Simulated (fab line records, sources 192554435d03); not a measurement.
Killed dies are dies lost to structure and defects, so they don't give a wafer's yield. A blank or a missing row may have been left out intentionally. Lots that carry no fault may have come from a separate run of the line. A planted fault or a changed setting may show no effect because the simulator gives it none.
Chamber matching + flow n5Finfet + rieDiel-01 running N5_BEOL_M10_ETCH_65: 4 sister chambers
The step etches SiARC in CF4, target depth 39 nm, time 65 s. 18 wafers are shown with their chamber, then 9 later ones without.

== WAFERS WITH THEIR CHAMBER ==
| wafer  | chamber | drypumpMotorCurrentA (A) | showerheadPlenumPTorr (Torr) | etchRfOnTimeS (s) |
|--------|---------|--------------------------|------------------------------|-------------------|
| L077.2 | 1       | 6.4                      | 2.16                         | 64.2              |
| L077.5 | 0       | 6.7                      | 2.19                         | 63.4              |
| L077.6 | 3       | 5.4                      | 2.11                         | 64.7              |
| L080.1 | 0       | 6.7                      | 2.18                         | 63.6              |
| L080.3 | 1       | 6.4                      | 2.15                         | 65.2              |
| L080.4 | 1       | 6.4                      | 2.15                         | 64.8              |
| L084.3 | 2       | 5.3                      | 2.10                         | 62.1              |
| L084.4 | 0       | 6.7                      | 2.18                         | 63.7              |
| L084.5 | 1       | 6.4                      | 2.15                         | 64.3              |
| L089.1 | 2       | 5.3                      | 2.10                         | 61.7              |
| L089.2 | 1       | 6.4                      | 2.15                         | 64.4              |
| L089.4 | 3       | 5.5                      | 2.10                         | 62.9              |
| L091.1 | 2       | 5.3                      | 2.10                         | 62.8              |
| L091.3 | 1       | 6.4                      | 2.14                         | 64.7              |
| L091.4 | 0       | 6.7                      | 2.18                         | 64.3              |
| L093.2 | 3       | 5.5                      | 2.10                         | 62.9              |
| L093.5 | 3       | 5.5                      | 2.10                         | 62.9              |
| L093.6 | 2       | 5.3                      | 2.10                         | 61.6              |

SIGNATURES, as means of the wafers listed above
| reading               | chamber 0 | chamber 1 | chamber 2 | chamber 3 | scatter within a chamber |
|-----------------------|-----------|-----------|-----------|-----------|--------------------------|
| drypumpMotorCurrentA  | 6.700     | 6.400     | 5.300     | 5.475     | 0.0231                   |
| showerheadPlenumPTorr | 2.1825    | 2.1500    | 2.1000    | 2.1025    | 0.005                    |
| etchRfOnTimeS         | 63.750    | 64.600    | 62.050    | 63.350    | 0.565                    |
Rule: for each reading, subtract the chamber's mean from the wafer's reading, divide by that reading's scatter and square the result; add these up over the readings and take the root, which gives the wafer's distance from the chamber. If the next closest chamber is less than 2 further off than the closest, the wafer can't be placed; otherwise it belongs to the closest. The scatter: take each reading less its chamber's mean, square it, sum over the shown wafers, divide by the number of wafers less the number of chambers, and take the root.

== WAFERS WITHOUT THEIR CHAMBER ==
| wafer  | drypumpMotorCurrentA (A) | showerheadPlenumPTorr (Torr) | etchRfOnTimeS (s) |
|--------|--------------------------|------------------------------|-------------------|
| L096.2 | 6.4                      | 2.14                         | 63.6              |
| L096.3 | 5.5                      | 2.10                         | 62.6              |
| L096.4 | 5.3                      | 2.10                         | 61.4              |
| L094.1 | 5.3                      | 2.10                         | 61.0              |
| L094.4 | 6.8                      | 2.17                         | 62.8              |
| L094.6 | 5.4                      | 2.10                         | 61.6              |
| L097.1 | 6.4                      | 2.14                         | 63.7              |
| L097.2 | 5.4                      | 2.10                         | 63.2              |
| L097.6 | 5.3                      | 2.09                         | 61.7              |

== WHICH CHAMBER EACH WENT THROUGH ==
| wafer  | from the rows above     | in truth |
|--------|-------------------------|----------|
| L096.2 | 1                       | 1        |
| L096.3 | 3                       | 3        |
| L096.4 | 2                       | 2        |
| L094.1 | 2                       | 2        |
| L094.4 | 0                       | 0        |
| L094.6 | can't be placed: 2 or 3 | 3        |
| L097.1 | 1                       | 1        |
| L097.2 | can't be placed: 3 or 2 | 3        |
| L097.6 | 2                       | 2        |
7 of 9 placed correctly. From these rows, 2 cannot be placed; in 2 the true chamber is one of the candidates. Placed wrongly: 0.
